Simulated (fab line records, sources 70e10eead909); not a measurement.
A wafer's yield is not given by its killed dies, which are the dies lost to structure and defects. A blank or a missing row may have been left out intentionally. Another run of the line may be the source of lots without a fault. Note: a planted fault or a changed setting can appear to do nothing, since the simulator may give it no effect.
Problem report, 8D (eight disciplines) form, completed by code | flow nand-harc | the parts of the form that need people (team, actions taken, sign-off) are left out

## 1. THE ISSUE
At NHARC_A_ONON_D1_THK_MEAS_11, thk-nm averages 918 nm over 2 wafers from 2 lots, while fault-free wafers read 1001 nm, standard deviation 9.6. That puts it -8.6 standard deviations away from the usual mean.
The step: measures by ellipsometry.
Seen first at day 14 04:19 on film-metro-02, wafer L943.3. Wafers with a number at this step in the record: 42, from 14 lots. The rule behind "out" and "out of limits": a value lying over 4 standard deviations away from the usual mean. The other wafers with a number count as sound.

## 2. WHAT IT IS, WHAT IT ISN'T
question                    | is                | is not
which readings at this step | thk-nm            | -
which lots                  | L943, L946        | L929, L931, L934, L935, L936, L938, L939, L940, L941, L950, L951, L952
which wafers of those lots  | L943.3, L946.6    | L943.1, L943.5, L946.4, L946.5
read on which gauges        | film-metro-02     | film-metro-01
when                        | from day 14 04:19 | up to then (29 sound wafers); but 11 sound wafers of L946, L950, L951, L952 came after

## 3. SUSPECTS, AND WHAT RULES EACH OUT
Counting: if a tool at a process step up to the reading ran every lot that is out, it stays a suspect. Sound lots after the first of them don't rule it out here, since some wafers of a struck lot are sound.
- the gauge at NHARC_A_ONON_D1_THK_MEAS_11: kept. All the wafers that are out were read on film-metro-02, and no step on other tools shows them out.
- pecvd-onon-02 at NHARC_A_ONON_D1_DEP_09 (target thk 1000 nm): kept. Every lot that is out went through it, the first being L943 (day 14 03:48); the last sound lot it ran before that was L940 (day 12 11:27).
What counting leaves: pecvd-onon-02 at NHARC_A_ONON_D1_DEP_09 and film-metro-02 at NHARC_A_ONON_D1_THK_MEAS_11.

## 4. THE CAUSE (what the simulator had put in)
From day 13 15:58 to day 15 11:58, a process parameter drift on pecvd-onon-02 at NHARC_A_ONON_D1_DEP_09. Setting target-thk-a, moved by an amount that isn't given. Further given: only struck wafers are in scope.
Of the 2 suspects that counting leaves, this tool is one.

## 5. SEQUENCE OF EFFECTS, ordered by route
Each row: a reading whose mean over the struck wafers that have a number lies more than 3 standard deviations from the usual. Scope: only readings with a usual standard deviation given in the record; hours: median across lots of the time from each lot's start at the first step in this table that gives one to its start at this step; sigmas: change in usual standard deviations.
hours | step                        | reading | usual   | on struck wafers | change | sigmas
0     | NHARC_A_ONON_D1_THK_MEAS_11 | thk-nm  | 1001 nm | 918              | -83    | -8.6
Later steps that measure or inspect, where all struck wafers having a row at the step show a number for every such reading and not one has moved that far: NHARC_A_ONON_D1_INSPECT_32.

## 6. HOW IT WOULD HAVE BEEN CAUGHT EARLIER
Counted from the fault's start at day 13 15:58, it took 12 hours until the first out-of-limits reading at a measuring or inspecting step in this record, taken at day 14 04:19.
Tool readings at NHARC_A_ONON_D1_DEP_09 with a usual standard deviation given in the record: none out on any struck wafer, hence no alarm at a limit of 4 standard deviations on them.
L946, from the lots that are out (2), started NHARC_A_ONON_D1_DEP_09 on pecvd-onon-02 later than day 14 04:19. A hold on the tool at that time would have spared it.
